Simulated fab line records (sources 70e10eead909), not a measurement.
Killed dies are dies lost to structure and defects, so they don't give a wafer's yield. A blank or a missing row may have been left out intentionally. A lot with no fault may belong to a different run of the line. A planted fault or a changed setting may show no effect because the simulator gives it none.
fab line records / flow nandHarc
[record] lots = 7 wafers = 20 lastDay = 24
route steps=1159 shown A_WL_FILL@813 END@1159
lots that met no fault: from a run of the same line without faults
startH: hours from the record's opening day to when the first of the lot's shown wafers began / waitH: hours elapsed since this lot's preceding step / " identical to the entry in the row above / L1.1+2: several wafers, shown together as one row / - no value present, or no start provided / * or withheld: withheld / < > ~ a bound
route shown NAME@n: a module of which the file shows steps, and the number in the route of the first / usual: mean/standard deviation of fault-free wafers / same: alike in all rows / chamber/n: place in a boat / sites: the reading at each site / _std_site: their standard deviation / _edge_site: inner sites' mean taken away from outer sites' mean / radiusMm: for every site, how far away it sits from the centre of the wafer / mask NAME#n: copy n / behind: the most recent tool/chamber to have shaped the wafer / hold: why the lot was held/for how many hours/how that ended / device: the transistor (n, p or np) that didn't switch / end of line: the same wafers' tests at the end of the route / for a step that has no rows: nothing shown but its recipe / killed: at the first sort, the dies lost to defects and structure; wafer yield is something else / map: shows each die of a wafer: x if killed, . if not, _ if none is there
set.NAME: the setting the step ran with; set.NAME@STEP: the setting that earlier step ran with / model.NAME: the simulator's own value behind a step, which no gauge read
lots at some steps of the route; a table a step, a row a wafer
services: from which hour (startH, from the record's first day; less than 0 if before it) a tool's chamber was out of use, for how many hours, and why
[[steps]]
[step NHARC_A_WL_FILL_CVD_03]
[recipe] targetThkA = 400 tempC = 300 pressureTorr = 40 wf6FlowSccm = 40 h2FlowSccm = 1600 arFlowSccm = 1560 timeS = 3302 material = W
[usual] heaterPowerW = 480/52 throttleValvePct = 7.86/0.17
lot.wafer=L330.1 tool=cvdW-02 chamber=1 startH=326.81 waitH=10.6 heaterPowerW=558 throttleValvePct=7.99
lot.wafer=L330.3 tool=cvdW-02 chamber=1 startH=326.81 waitH=10.6 heaterPowerW=536 throttleValvePct=7.91
lot.wafer=L330.5 tool=cvdW-02 chamber=1 startH=326.81 waitH=10.6 heaterPowerW=552 throttleValvePct=7.72
lot.wafer=L334.2 tool=cvdW-02 chamber=0 startH=365.99 waitH=4.4 heaterPowerW=427 throttleValvePct=7.65
lot.wafer=L334.4 tool=cvdW-02 chamber=1 startH=365.99 waitH=4.4 heaterPowerW=550 throttleValvePct=8.01
lot.wafer=L334.3 tool=cvdW-02 chamber=0 startH=365.99 waitH=4.4 heaterPowerW=425 throttleValvePct=7.71
lot.wafer=L339.3 tool=cvdW-02 chamber=1 startH=396.47 waitH=3.1 heaterPowerW=560 throttleValvePct=7.81
lot.wafer=L339.4 tool=cvdW-02 chamber=0 startH=396.47 waitH=3.1 heaterPowerW=418 throttleValvePct=7.88
lot.wafer=L342.4 tool=cvdW-02 chamber=0 startH=403.68 waitH=4.0 heaterPowerW=414 throttleValvePct=7.50
lot.wafer=L342.3 tool=cvdW-02 chamber=1 startH=403.68 waitH=4.0 heaterPowerW=549 throttleValvePct=7.87
lot.wafer=L342.6 tool=cvdW-02 chamber=0 startH=403.68 waitH=4.0 heaterPowerW=416 throttleValvePct=7.81
lot.wafer=L341.1 tool=cvdW-02 chamber=0 startH=416.30 waitH=1.6 heaterPowerW=424 throttleValvePct=7.48
lot.wafer=L341.4 tool=cvdW-02 chamber=1 startH=416.30 waitH=1.6 heaterPowerW=566 throttleValvePct=7.94
lot.wafer=L341.6 tool=cvdW-02 chamber=0 startH=418.19 waitH=3.5 heaterPowerW=417 throttleValvePct=7.80
lot.wafer=L351.2 tool=cvdW-01 chamber=1 startH=460.48 waitH=0.1 heaterPowerW=466 throttleValvePct=7.87
lot.wafer=L351.4 tool=cvdW-01 chamber=0 startH=461.90 waitH=1.5 heaterPowerW=488 throttleValvePct=7.66
lot.wafer=L351.5 tool=cvdW-01 chamber=0 startH=461.90 waitH=1.5 heaterPowerW=489 throttleValvePct=7.93
lot.wafer=L353.2 tool=cvdW-01 chamber=0 startH=471.40 waitH=0.1 heaterPowerW=480 throttleValvePct=7.88
lot.wafer=L353.1 tool=cvdW-01 chamber=1 startH=471.40 waitH=0.1 heaterPowerW=447 throttleValvePct=8.20
lot.wafer=L353.5 tool=cvdW-01 chamber=1 startH=473.72 waitH=2.4 heaterPowerW=448 throttleValvePct=7.95
[step NHARC_A_WL_FILL_ETCHBACK_04]
[recipe] targetDepthA = 600 timeS = 120 chemistry = NF3
[step NHARC_A_WL_FILL_ETCHBACK_05]
[recipe] targetDepthA = 220 timeS = 60 tempC = 40 chemistry = Cl2/BCl3
[usual] drypumpMotorCurrentA = 5.4/0.41 oesProductAu = 0.999/0.012
lot.wafer=L330.1 tool=rieMetal-01 chamber=0 startH=330.39 waitH=0.2 drypumpMotorCurrentA=5.8 oesProductAu=1.015 rfHoursCounterH=4.8
lot.wafer=L330.3 tool=rieMetal-01 chamber=0 startH=330.39 waitH=0.2 drypumpMotorCurrentA=5.8 oesProductAu=1.008 rfHoursCounterH=-
lot.wafer=L330.5 tool=rieMetal-01 chamber=0 startH=330.39 waitH=0.2 drypumpMotorCurrentA=5.8 oesProductAu=1.016 rfHoursCounterH=-
lot.wafer=L334.2 tool=rieMetal-03 chamber=1 startH=369.10 waitH=0.2 drypumpMotorCurrentA=6.0 oesProductAu=0.987 rfHoursCounterH=2.3
lot.wafer=L334.4 tool=rieMetal-03 chamber=0 startH=369.10 waitH=0.2 drypumpMotorCurrentA=4.7 oesProductAu=0.989 rfHoursCounterH=-
lot.wafer=L334.3 tool=rieMetal-03 chamber=1 startH=369.10 waitH=0.2 drypumpMotorCurrentA=6.0 oesProductAu=0.987 rfHoursCounterH=-
lot.wafer=L339.4 tool=rieMetal-02 chamber=1 startH=399.08 waitH=0.1 drypumpMotorCurrentA=5.3 oesProductAu=1.034 rfHoursCounterH=-
lot.wafer=L339.3 tool=rieMetal-02 chamber=0 startH=399.08 waitH=0.1 drypumpMotorCurrentA=5.1 oesProductAu=0.997 rfHoursCounterH=-
lot.wafer=L342.4 tool=rieMetal-03 chamber=1 startH=406.33 waitH=0.2 drypumpMotorCurrentA=5.9 oesProductAu=0.979 rfHoursCounterH=-
lot.wafer=L342.3 tool=rieMetal-03 chamber=0 startH=406.33 waitH=0.2 drypumpMotorCurrentA=4.7 oesProductAu=0.984 rfHoursCounterH=-
lot.wafer=L342.6 tool=rieMetal-03 chamber=1 startH=406.33 waitH=0.2 drypumpMotorCurrentA=5.9 oesProductAu=0.975 rfHoursCounterH=-
lot.wafer=L341.1 tool=rieMetal-01 chamber=0 startH=419.40 waitH=0.2 drypumpMotorCurrentA=5.8 oesProductAu=1.001 rfHoursCounterH=2.3
lot.wafer=L341.4 tool=rieMetal-01 chamber=0 startH=419.40 waitH=0.2 drypumpMotorCurrentA=5.8 oesProductAu=0.991 rfHoursCounterH=-
lot.wafer=L341.6 tool=rieMetal-01 chamber=1 startH=419.40 waitH=0.2 drypumpMotorCurrentA=5.2 oesProductAu=0.998 rfHoursCounterH=-
lot.wafer=L351.2 tool=rieMetal-01 chamber=1 startH=464.06 waitH=0.2 drypumpMotorCurrentA=5.1 oesProductAu=0.995 rfHoursCounterH=3.7
lot.wafer=L351.4 tool=rieMetal-01 chamber=1 startH=464.06 waitH=0.2 drypumpMotorCurrentA=5.1 oesProductAu=1.011 rfHoursCounterH=-
lot.wafer=L351.5 tool=rieMetal-01 chamber=0 startH=464.06 waitH=0.2 drypumpMotorCurrentA=5.8 oesProductAu=0.998 rfHoursCounterH=-
lot.wafer=L353.2 tool=rieMetal-01 chamber=1 startH=474.93 waitH=0.2 drypumpMotorCurrentA=5.2 oesProductAu=0.997 rfHoursCounterH=4.0
lot.wafer=L353.1 tool=rieMetal-01 chamber=0 startH=474.93 waitH=0.2 drypumpMotorCurrentA=5.8 oesProductAu=1.004 rfHoursCounterH=4.0
lot.wafer=L353.5 tool=rieMetal-01 chamber=1 startH=474.93 waitH=0.2 drypumpMotorCurrentA=5.2 oesProductAu=1.002 rfHoursCounterH=-
[step NHARC_A_WL_FILL_STRIP_27]
[recipe] powerW = 1500 tempC = 250 timeS = 20 chemistry = N2/H2
[usual] drypumpMotorCurrentA = 5.5/0.31 heaterPowerW = 346/20
lot.wafer=L330.1 tool=plasmaAsher-02 chamber=1 startH=330.53 waitH=0.1 drypumpMotorCurrentA=5.5 heaterPowerW=371 rfHoursCounterH=48
lot.wafer=L330.3 tool=plasmaAsher-02 chamber=0 startH=330.53 waitH=0.1 drypumpMotorCurrentA=5.3 heaterPowerW=324 rfHoursCounterH=-
lot.wafer=L330.5 tool=plasmaAsher-02 chamber=0 startH=330.53 waitH=0.1 drypumpMotorCurrentA=5.3 heaterPowerW=330 rfHoursCounterH=-
lot.wafer=L334.2 tool=plasmaAsher-01 chamber=0 startH=369.29 waitH=0.2 drypumpMotorCurrentA=6.0 heaterPowerW=386 rfHoursCounterH=30
lot.wafer=L334.4 tool=plasmaAsher-01 chamber=0 startH=369.29 waitH=0.2 drypumpMotorCurrentA=6.0 heaterPowerW=392 rfHoursCounterH=-
lot.wafer=L334.3 tool=plasmaAsher-01 chamber=1 startH=369.29 waitH=0.2 drypumpMotorCurrentA=6.1 heaterPowerW=319 rfHoursCounterH=-
lot.wafer=L339.3 tool=plasmaAsher-02 chamber=1 startH=399.55 waitH=0.5 drypumpMotorCurrentA=5.4 heaterPowerW=334 rfHoursCounterH=-
lot.wafer=L339.4 tool=plasmaAsher-02 chamber=0 startH=399.55 waitH=0.5 drypumpMotorCurrentA=5.3 heaterPowerW=345 rfHoursCounterH=-
lot.wafer=L342.3 tool=plasmaAsher-02 chamber=0 startH=406.49 waitH=0.1 drypumpMotorCurrentA=5.3 heaterPowerW=336 rfHoursCounterH=-
lot.wafer=L342.4 tool=plasmaAsher-02 chamber=1 startH=406.49 waitH=0.1 drypumpMotorCurrentA=5.4 heaterPowerW=351 rfHoursCounterH=-
lot.wafer=L342.6 tool=plasmaAsher-02 chamber=0 startH=406.49 waitH=0.1 drypumpMotorCurrentA=5.3 heaterPowerW=341 rfHoursCounterH=-
lot.wafer=L341.1 tool=plasmaAsher-01 chamber=1 startH=419.55 waitH=0.1 drypumpMotorCurrentA=6.0 heaterPowerW=321 rfHoursCounterH=41
lot.wafer=L341.4 tool=plasmaAsher-01 chamber=0 startH=419.55 waitH=0.1 drypumpMotorCurrentA=5.9 heaterPowerW=384 rfHoursCounterH=-
lot.wafer=L341.6 tool=plasmaAsher-01 chamber=1 startH=419.55 waitH=0.1 drypumpMotorCurrentA=6.0 heaterPowerW=323 rfHoursCounterH=-
lot.wafer=L351.2 tool=plasmaAsher-01 chamber=1 startH=464.21 waitH=0.1 drypumpMotorCurrentA=6.1 heaterPowerW=306 rfHoursCounterH=1
lot.wafer=L351.4 tool=plasmaAsher-01 chamber=1 startH=464.21 waitH=0.1 drypumpMotorCurrentA=6.1 heaterPowerW=314 rfHoursCounterH=-
lot.wafer=L351.5 tool=plasmaAsher-01 chamber=1 startH=464.21 waitH=0.1 drypumpMotorCurrentA=6.0 heaterPowerW=307 rfHoursCounterH=-
lot.wafer=L353.1 tool=plasmaAsher-02 chamber=1 startH=475.08 waitH=0.1 drypumpMotorCurrentA=5.5 heaterPowerW=336 rfHoursCounterH=45
lot.wafer=L353.2 tool=plasmaAsher-02 chamber=0 startH=475.08 waitH=0.1 drypumpMotorCurrentA=5.3 heaterPowerW=338 rfHoursCounterH=45
lot.wafer=L353.5 tool=plasmaAsher-02 chamber=0 startH=475.08 waitH=0.1 drypumpMotorCurrentA=5.3 heaterPowerW=338 rfHoursCounterH=-
[step NHARC_A_WL_FILL_STRIP_28]
[recipe] timeS = 1200 tempC = 72.5 chemistry = postEtchResidueRemover
[step NHARC_A_WL_FILL_PRECLEAN_06]
[recipe] timeS = 300 chemistry = DIW
[step NHARC_A_WL_FILL_SRD_07]
[step NHARC_A_WL_FILL_ANNEAL_08]
[recipe] tempC = 450 timeS = 1800
[step NHARC_A_WL_FILL_ALD_10]
[recipe] targetThkA = 500 pulseTimeS = 10 aldCycles = 500 tempC = 300 material = SiO2
[usual] heaterPowerW = 463/30 precursorPulseHeightRel = 0.997/0.02
lot.wafer=L330.3 tool=aldHk-04 chamber=3 startH=341.32 waitH=1.1 heaterPowerW=441 precursorPulseHeightRel=0.994
lot.wafer=L330.1 tool=aldHk-04 chamber=0 startH=341.32 waitH=1.1 heaterPowerW=427 precursorPulseHeightRel=0.986
lot.wafer=L330.5 tool=aldHk-04 chamber=2 startH=342.86 waitH=2.6 heaterPowerW=486 precursorPulseHeightRel=1.010
lot.wafer=L334.3 tool=aldHk-03 chamber=3 startH=374.52 waitH=0.1 heaterPowerW=475 precursorPulseHeightRel=1.037
lot.wafer=L334.2 tool=aldHk-03 chamber=0 startH=374.52 waitH=0.1 heaterPowerW=466 precursorPulseHeightRel=0.964
lot.wafer=L334.4 tool=aldHk-03 chamber=2 startH=376.08 waitH=1.6 heaterPowerW=530 precursorPulseHeightRel=1.030
lot.wafer=L339.4 tool=aldHk-04 chamber=3 startH=405.53 waitH=0.6 heaterPowerW=438 precursorPulseHeightRel=0.964
lot.wafer=L339.3 tool=aldHk-04 chamber=1 startH=406.56 waitH=1.6 heaterPowerW=453 precursorPulseHeightRel=1.026
lot.wafer=L342.3 tool=aldHk-03 chamber=2 startH=411.59 waitH=1.0 heaterPowerW=515 precursorPulseHeightRel=1.010
lot.wafer=L342.4 tool=aldHk-03 chamber=3 startH=411.59 waitH=1.0 heaterPowerW=458 precursorPulseHeightRel=0.972
lot.wafer=L342.6 tool=aldHk-03 chamber=2 startH=413.64 waitH=3.0 heaterPowerW=527 precursorPulseHeightRel=0.980
lot.wafer=L341.1 tool=aldHk-01 chamber=3 startH=425.77 waitH=1.1 heaterPowerW=505 precursorPulseHeightRel=1.031
lot.wafer=L341.4 tool=aldHk-01 chamber=1 startH=427.84 waitH=3.2 heaterPowerW=425 precursorPulseHeightRel=1.007
lot.wafer=L341.6 tool=aldHk-01 chamber=3 startH=429.92 waitH=5.2 heaterPowerW=497 precursorPulseHeightRel=0.994
lot.wafer=L351.4 tool=aldHk-04 chamber=2 startH=467.14 waitH=0.0 heaterPowerW=501 precursorPulseHeightRel=1.005
lot.wafer=L351.2 tool=aldHk-04 chamber=1 startH=468.70 waitH=1.6 heaterPowerW=434 precursorPulseHeightRel=0.990
lot.wafer=L351.5 tool=aldHk-04 chamber=2 startH=468.70 waitH=1.6 heaterPowerW=488 precursorPulseHeightRel=1.012
lot.wafer=L353.2 tool=aldHk-04 chamber=1 startH=480.28 waitH=0.1 heaterPowerW=437 precursorPulseHeightRel=1.017
lot.wafer=L353.1 tool=aldHk-04 chamber=3 startH=481.31 waitH=1.1 heaterPowerW=439 precursorPulseHeightRel=1.005
lot.wafer=L353.5 tool=aldHk-04 chamber=2 startH=482.84 waitH=2.6 heaterPowerW=493 precursorPulseHeightRel=0.980
[step NHARC_A_WL_FILL_ETCHBACK_16]
[recipe] targetDepthA = 880 timeS = 17.6 c4f8FlowSccm = withheld o2FlowSccm = 8 arFlowSccm = withheld rfW = 600 biasW = 800 chemistry = C4F8/O2/Ar
[usual] oesProductAu = 0.990/0.02 rfVppV = 725/4.6
lot.wafer=L330.1 tool=rieDiel-09 chamber=0 startH=- waitH=- oesProductAu=1.000 rfHoursCounterH=2.8 rfVppV=727
lot.wafer=L330.3 tool=rieDiel-09 chamber=2 startH=- waitH=- oesProductAu=0.999 rfHoursCounterH=2.7 rfVppV=717
lot.wafer=L330.5 tool=rieDiel-09 chamber=1 startH=- waitH=- oesProductAu=1.010 rfHoursCounterH=- rfVppV=718
lot.wafer=L334.2 tool=rieDiel-09 chamber=2 startH=- waitH=- oesProductAu=1.006 rfHoursCounterH=3.9 rfVppV=719
lot.wafer=L334.4 tool=rieDiel-09 chamber=3 startH=- waitH=- oesProductAu=0.973 rfHoursCounterH=4.0 rfVppV=730
lot.wafer=L334.3 tool=rieDiel-09 chamber=0 startH=- waitH=- oesProductAu=1.015 rfHoursCounterH=4.0 rfVppV=728
lot.wafer=L339.3 tool=rieDiel-05 chamber=3 startH=- waitH=- oesProductAu=0.970 rfHoursCounterH=5.2 rfVppV=723
lot.wafer=L339.4 tool=rieDiel-05 chamber=3 startH=- waitH=- oesProductAu=0.985 rfHoursCounterH=- rfVppV=723
lot.wafer=L342.3 tool=rieDiel-05 chamber=3 startH=- waitH=- oesProductAu=0.978 rfHoursCounterH=- rfVppV=723
lot.wafer=L342.4 tool=rieDiel-05 chamber=1 startH=- waitH=- oesProductAu=0.992 rfHoursCounterH=- rfVppV=730
lot.wafer=L342.6 tool=rieDiel-05 chamber=1 startH=- waitH=- oesProductAu=1.007 rfHoursCounterH=- rfVppV=728
lot.wafer=L341.1 tool=rieDiel-12 chamber=0 startH=- waitH=- oesProductAu=0.990 rfHoursCounterH=1.1 rfVppV=730
lot.wafer=L341.4 tool=rieDiel-12 chamber=1 startH=- waitH=- oesProductAu=0.996 rfHoursCounterH=1.2 rfVppV=729
lot.wafer=L341.6 tool=rieDiel-12 chamber=0 startH=- waitH=- oesProductAu=0.994 rfHoursCounterH=- rfVppV=729
lot.wafer=L351.2 tool=rieDiel-12 chamber=3 startH=- waitH=- oesProductAu=0.994 rfHoursCounterH=2.0 rfVppV=728
lot.wafer=L351.4 tool=rieDiel-12 chamber=0 startH=- waitH=- oesProductAu=0.994 rfHoursCounterH=2.0 rfVppV=731
lot.wafer=L351.5 tool=rieDiel-12 chamber=3 startH=- waitH=- oesProductAu=1.001 rfHoursCounterH=- rfVppV=726
lot.wafer=L353.1 tool=rieDiel-09 chamber=1 startH=- waitH=- oesProductAu=1.005 rfHoursCounterH=1.8 rfVppV=718
lot.wafer=L353.2 tool=rieDiel-09 chamber=3 startH=- waitH=- oesProductAu=0.978 rfHoursCounterH=2.1 rfVppV=730
lot.wafer=L353.5 tool=rieDiel-09 chamber=1 startH=- waitH=- oesProductAu=1.010 rfHoursCounterH=- rfVppV=718
[step NHARC_A_WL_FILL_STRIP_29]
[recipe] timeS = 20 o2FlowSccm = 500 arFlowSccm = 0 biasW = 0 chemistry = O2
[step NHARC_A_WL_FILL_ETCHBACK_17]
[recipe] targetDepthA = 40 timeS = 26.7 chemistry = Cl2/BCl3
[usual] drypumpMotorCurrentA = 5.3/0.35 oesProductAu = 1.001/0.015
lot.wafer=L330.1 tool=rieMetal-02 chamber=0 startH=345.10 waitH=- drypumpMotorCurrentA=5.1 oesProductAu=0.993 rfHoursCounterH=2.3
lot.wafer=L330.3 tool=rieMetal-02 chamber=0 startH=345.10 waitH=- drypumpMotorCurrentA=5.1 oesProductAu=1.001 rfHoursCounterH=-
lot.wafer=L330.5 tool=rieMetal-02 chamber=0 startH=345.10 waitH=- drypumpMotorCurrentA=5.1 oesProductAu=1.001 rfHoursCounterH=-
lot.wafer=L334.2 tool=rieMetal-01 chamber=1 startH=379.37 waitH=- drypumpMotorCurrentA=5.1 oesProductAu=0.999 rfHoursCounterH=1.0
lot.wafer=L334.4 tool=rieMetal-01 chamber=1 startH=379.37 waitH=- drypumpMotorCurrentA=5.2 oesProductAu=1.001 rfHoursCounterH=-
lot.wafer=L334.3 tool=rieMetal-01 chamber=0 startH=379.37 waitH=- drypumpMotorCurrentA=5.8 oesProductAu=0.993 rfHoursCounterH=-
lot.wafer=L339.4 tool=rieMetal-02 chamber=1 startH=409.93 waitH=- drypumpMotorCurrentA=5.3 oesProductAu=1.290 rfHoursCounterH=-
lot.wafer=L339.3 tool=rieMetal-02 chamber=0 startH=409.93 waitH=- drypumpMotorCurrentA=5.2 oesProductAu=1.242 rfHoursCounterH=-
lot.wafer=L342.3 tool=rieMetal-02 chamber=0 startH=416.00 waitH=0.1 drypumpMotorCurrentA=5.1 oesProductAu=1.244 rfHoursCounterH=-
lot.wafer=L342.4 tool=rieMetal-02 chamber=1 startH=416.00 waitH=0.1 drypumpMotorCurrentA=5.3 oesProductAu=1.293 rfHoursCounterH=-
lot.wafer=L342.6 tool=rieMetal-02 chamber=1 startH=416.00 waitH=0.1 drypumpMotorCurrentA=5.3 oesProductAu=1.028 rfHoursCounterH=-
lot.wafer=L341.1 tool=rieMetal-02 chamber=0 startH=432.71 waitH=- drypumpMotorCurrentA=5.1 oesProductAu=0.995 rfHoursCounterH=0.9
lot.wafer=L341.4 tool=rieMetal-02 chamber=0 startH=432.71 waitH=- drypumpMotorCurrentA=5.1 oesProductAu=1.239 rfHoursCounterH=-
lot.wafer=L341.6 tool=rieMetal-02 chamber=0 startH=432.71 waitH=- drypumpMotorCurrentA=5.1 oesProductAu=0.998 rfHoursCounterH=-
lot.wafer=L351.2 tool=rieMetal-03 chamber=1 startH=472.00 waitH=- drypumpMotorCurrentA=6.0 oesProductAu=0.988 rfHoursCounterH=0.4
lot.wafer=L351.4 tool=rieMetal-03 chamber=0 startH=472.00 waitH=- drypumpMotorCurrentA=4.7 oesProductAu=0.998 rfHoursCounterH=-
lot.wafer=L351.5 tool=rieMetal-03 chamber=1 startH=472.00 waitH=- drypumpMotorCurrentA=6.0 oesProductAu=0.986 rfHoursCounterH=-
lot.wafer=L353.1 tool=rieMetal-01 chamber=1 startH=485.10 waitH=- drypumpMotorCurrentA=5.2 oesProductAu=1.007 rfHoursCounterH=4.3
lot.wafer=L353.2 tool=rieMetal-01 chamber=0 startH=485.10 waitH=- drypumpMotorCurrentA=5.8 oesProductAu=1.008 rfHoursCounterH=4.3
lot.wafer=L353.5 tool=rieMetal-01 chamber=0 startH=485.10 waitH=- drypumpMotorCurrentA=5.8 oesProductAu=1.015 rfHoursCounterH=-
[step NHARC_A_WL_FILL_PRECLEAN_18]
[recipe] timeS = 30 chemistry = dHF
[step NHARC_END_SORT_01]
[recipe] tempC = 25
[usual] killedAtArray = 25/7.8 killedAtOther = 0.6/0.81 killedAtPeriphery = 3.3/2.2 killedDies = 29/8.2 killedOpen = 3.5/1.9 killedShort = 1.8/1.3
[same] grossDies = 677
lot.wafer=L330.1 tool=prober-02 chamber=0 startH=434.44 waitH=2.5 killedAtArray=17 killedAtOther=0 killedAtPeriphery=5 killedDies=22 killedOpen=4 killedShort=2
lot.wafer=L330.3 tool=prober-02 chamber=0 startH=436.04 waitH=3.1 killedAtArray=14 killedAtOther=0 killedAtPeriphery=5 killedDies=19 killedOpen=1 killedShort=1
lot.wafer=L330.5 tool=prober-02 chamber=0 startH=437.64 waitH=3.7 killedAtArray=16 killedAtOther=2 killedAtPeriphery=1 killedDies=19 killedOpen=1 killedShort=3
lot.wafer=L339.3 tool=prober-02 chamber=0 startH=499.62 waitH=3.1 killedAtArray=23 killedAtOther=1 killedAtPeriphery=8 killedDies=32 killedOpen=1 killedShort=1
lot.wafer=L339.4 tool=prober-02 chamber=0 startH=500.43 waitH=3.4 killedAtArray=31 killedAtOther=1 killedAtPeriphery=5 killedDies=37 killedOpen=2 killedShort=1
lot.wafer=L351.2 tool=prober-01 chamber=0 startH=557.81 waitH=2.8 killedAtArray=19 killedAtOther=0 killedAtPeriphery=3 killedDies=22 killedOpen=2 killedShort=1
lot.wafer=L351.4 tool=prober-01 chamber=0 startH=559.38 waitH=3.4 killedAtArray=25 killedAtOther=0 killedAtPeriphery=0 killedDies=25 killedOpen=3 killedShort=4
lot.wafer=L351.5 tool=prober-01 chamber=0 startH=560.17 waitH=3.6 killedAtArray=36 killedAtOther=1 killedAtPeriphery=0 killedDies=37 killedOpen=7 killedShort=2
// killed by level:class
L330.1 A_SLIT:chamberFilmFlake=10 P_ZERO_WELL:chamberFilmFlake=3 A_STAIRCASE:chamberFilmFlake=2 P_GATE:geometricParticle:open=1 P_CONTACT:geometricParticle:open=1 A_CHANNEL_FILL_D1:geometricParticle:open=1 A_SGD_CUT:geometricParticle:short=1 A_M0:geometricParticle:short=1
L330.3 A_STAIRCASE:chamberFilmFlake=5 A_SLIT:chamberFilmFlake=5 P_BONDPAD:chamberFilmFlake=3 P_CONTACT:geometricParticle:open=1 A_CHANNEL_FILL_D1:geometricParticle:short=1 P_ZERO_WELL:chamberFilmFlake=1 A_CHANNEL_HOLE_D1:chamberFilmFlake=1 A_CONTACT:chamberFilmFlake=1
L330.5 A_STAIRCASE:chamberFilmFlake=7 A_SLIT:chamberFilmFlake=5 STARTING-WAFER:geometricParticle:short=2 A_CHANNEL_FILL_D1:geometricParticle:short=1 A_CONTACT:geometricParticle:open=1 P_GATE:chamberFilmFlake=1 A_CONTACT:chamberFilmFlake=1 A_M1:chamberFilmFlake=1
L339.3 A_CHANNEL_HOLE_D1:chamberFilmFlake=11 P_STI:chamberFilmFlake=6 A_CONTACT:chamberFilmFlake=6 A_SLIT:chamberFilmFlake=3 P_GATE:chamberFilmFlake=2 A_CHANNEL_HOLE_D1:geometricParticle:short=1 A_CHANNEL_FILL_D1:geometricParticle:open=1 A_BONDPAD:chamberFilmFlake=1
L339.4 A_CHANNEL_HOLE_D1:chamberFilmFlake=14 P_STI:chamberFilmFlake=4 A_SLIT:chamberFilmFlake=4 A_CHANNEL_FILL_D1:chamberFilmFlake=3 A_CONTACT:chamberFilmFlake=3 A_ZERO_WELL:chamberFilmFlake=2 A_WL_FILL:chamberFilmFlake=2 A_CHANNEL_HOLE_D1:geometricParticle:open=1
L351.2 A_CONTACT:chamberFilmFlake=11 A_CHANNEL_HOLE_D1:chamberFilmFlake=5 P_GATE:geometricParticle:open=1 A_CHANNEL_FILL_D1:geometricParticle:open=1 A_CHANNEL_FILL_D1:geometricParticle:short=1 P_M0:chamberFilmFlake=1 P_BONDPAD:chamberFilmFlake=1 A_STAIRCASE:chamberFilmFlake=1
L351.4 A_CONTACT:chamberFilmFlake=14 A_ONON_D1:geometricParticle:short=3 A_CHANNEL_HOLE_D1:chamberFilmFlake=3 A_ONON_D1:geometricParticle:open=1 A_CHANNEL_FILL_D1:geometricParticle:open=1 A_WL_FILL:geometricParticle:short=1 A_M0:geometricParticle:open=1 A_STAIRCASE:chamberFilmFlake=1
L351.5 A_CONTACT:chamberFilmFlake=17 A_STAIRCASE:chamberFilmFlake=6 A_CHANNEL_HOLE_D1:chamberFilmFlake=5 A_M0:geometricParticle:open=2 A_ONON_D1:geometricParticle:short=1 A_CHANNEL_HOLE_D1:geometricParticle:open=1 A_SGD_CUT:geometricParticle:open=1 A_WL_FILL:geometricParticle:open=1
[[services]]
tool=cvdW-01 chamber=- startH=314.50 hours=2.0 kind=repair
tool=aldHk-03 chamber=- startH=324.83 hours=10.0 kind=pm
tool=rieMetal-01 chamber=- startH=332.00 hours=9.0 kind=pm
tool=rieDiel-12 chamber=2 startH=333.94 hours=2.4 kind=repair
tool=rieDiel-05 chamber=- startH=340.73 hours=9.0 kind=pm
tool=plasmaAsher-02 chamber=- startH=360.32 hours=9.0 kind=pm
tool=rieDiel-05 chamber=- startH=366.16 hours=0.2 kind=repair
tool=aldHk-04 chamber=- startH=367.11 hours=10.0 kind=pm
tool=rieMetal-03 chamber=- startH=370.02 hours=0.6 kind=repair
tool=rieDiel-12 chamber=- startH=379.43 hours=9.0 kind=pm
tool=cvdW-02 chamber=- startH=379.69 hours=13.0 kind=pm
tool=plasmaAsher-01 chamber=- startH=388.09 hours=18.8 kind=repair
tool=rieMetal-02 chamber=- startH=388.12 hours=9.0 kind=pm
tool=rieDiel-12 chamber=3 startH=397.74 hours=4.8 kind=repair
tool=plasmaAsher-01 chamber=- startH=411.46 hours=4.2 kind=repair
tool=rieDiel-09 chamber=- startH=431.10 hours=9.0 kind=pm
tool=plasmaAsher-01 chamber=- startH=446.95 hours=5.0 kind=repair
tool=rieMetal-03 chamber=- startH=453.00 hours=9.0 kind=pm
tool=plasmaAsher-01 chamber=- startH=453.53 hours=9.0 kind=pm
tool=rieDiel-09 chamber=0 startH=464.56 hours=6.7 kind=repair
tool=cvdW-02 chamber=1 startH=474.16 hours=2.6 kind=repair
tool=cvdW-01 chamber=- startH=477.55 hours=13.0 kind=pm
tool=plasmaAsher-01 chamber=- startH=477.62 hours=0.9 kind=repair
tool=plasmaAsher-01 chamber=- startH=483.36 hours=4.0 kind=repair
[[key]]
[firstSign] step = NHARC_A_WL_FILL_ETCHBACK_17 reading = oesProductAu direction = up sigmas = 18 usual = 1.001 struck = 1.262
effect none on later readings
metAt NHARC_A_WL_FILL_ETCHBACK_17
struckWafers L339.3,L339.4,L341.4,L342.3,L342.4
testerLeftOut L339,L341,L342
onsetBetween 345.10 409.93
[fault] kind = processParameterDrift tool = rieMetal-02 chamber = - onsetH = 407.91 steps = NHARC_A_WL_FILL_ETCHBACK_17 channel = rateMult offset = 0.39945 shape = step endH = 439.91 scope = struckWafersOnly
// testerLeftOut: of these lots the tester's yield and bins aren't shown, on N5 and GAA mostly nor the transistor test; their killed dies are dies lost to structure and defects alone, not to doping, threshold or leakage, so they don't give the yield
